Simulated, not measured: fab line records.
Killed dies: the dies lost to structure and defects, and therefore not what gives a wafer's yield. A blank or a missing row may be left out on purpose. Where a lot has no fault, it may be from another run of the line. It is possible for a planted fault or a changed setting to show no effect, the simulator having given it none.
Matching of chambers    flow n5 finfet    rie diel-04 running N5_FIN_SAQP_ETCH_67: 4 sister chambers
The step etches SiNx in CH3F/O2, target depth 30 nm. 20 wafers are shown with their chamber, then 10 later ones without.

## WAFERS, EACH WITH ITS CHAMBER
wafer   chamber  showerhead plenum p Torr (Torr)  throttle valve pct (%)  oes_f_703_au (a.u.)
L077.1  0        2.03                             16.65                   0.80
L077.4  2        1.92                             16.52                   0.73
L077.5  3        1.91                             16.22                   0.72
L078.1  3        1.91                             16.21                   0.72
L078.3  2        1.92                             16.54                   0.72
L078.4  1        2.07                             16.40                   0.67
L079.1  0        2.02                             16.65                   0.80
L079.4  2        1.92                             16.53                   0.73
L079.6  1        2.07                             16.40                   0.67
L081.1  0        2.02                             16.67                   0.80
L081.3  2        1.92                             16.54                   0.72
L081.4  3        1.90                             16.23                   0.71
L082.3  3        1.90                             16.24                   0.71
L082.4  2        1.92                             16.53                   0.72
L082.6  0        2.02                             16.68                   0.81
L083.2  3        1.90                             16.26                   0.71
L083.4  1        2.07                             16.41                   0.67
L083.6  3        1.90                             16.23                   0.71
L084.1  0        2.02                             16.68                   0.79
L084.4  2        1.91                             16.56                   0.72

SIGNATURES, as means of the wafers listed above
reading                   chamber 0  chamber 1  chamber 2  chamber 3  scatter within a chamber
showerhead plenum p Torr  2.0220     2.0700     1.9183     1.9033     0.00431
throttle valve pct        16.6660    16.4033    16.5367    16.2317    0.0146
oes_f_703_au              0.8000     0.6700     0.7233     0.7133     0.0054
Rule: for each reading, subtract the chamber's mean from the wafer's reading, divide by that reading's scatter and square the result; add these up over the readings and take the root, which gives the wafer's distance from the chamber. If the next closest chamber is less than 2 further off than the closest, the wafer can't be placed; otherwise it belongs to the closest. The scatter: the root of (the sum of the squares of (reading less its chamber's mean) over the shown wafers, divided by (wafers less chambers)).

## WAFERS WITHOUT THEIR CHAMBER
wafer   showerhead plenum p Torr (Torr)  throttle valve pct (%)  oes_f_703_au (a.u.)
L084.6  1.91                             16.56                   0.72
L086.1  1.90                             16.25                   0.70
L086.5  1.90                             16.25                   0.70
L086.6  2.06                             16.42                   0.66
L089.2  2.02                             16.69                   0.79
L089.3  2.06                             16.43                   0.66
L089.6  2.02                             16.70                   0.79
L094.1  1.89                             16.28                   0.69
L094.2  2.06                             16.46                   0.65
L094.5  2.01                             16.73                   0.78

## EACH ONE'S CHAMBER
wafer   from the rows above  in truth
L084.6  2                    2
L086.1  3                    3
L086.5  3                    3
L086.6  1                    1
L089.2  0                    0
L089.3  1                    1
L089.6  0                    0
L094.1  3                    3
L094.2  1                    1
L094.5  0                    0
10 of 10 placed correctly. Can't be placed from these rows: 0. Placed wrongly: 0.
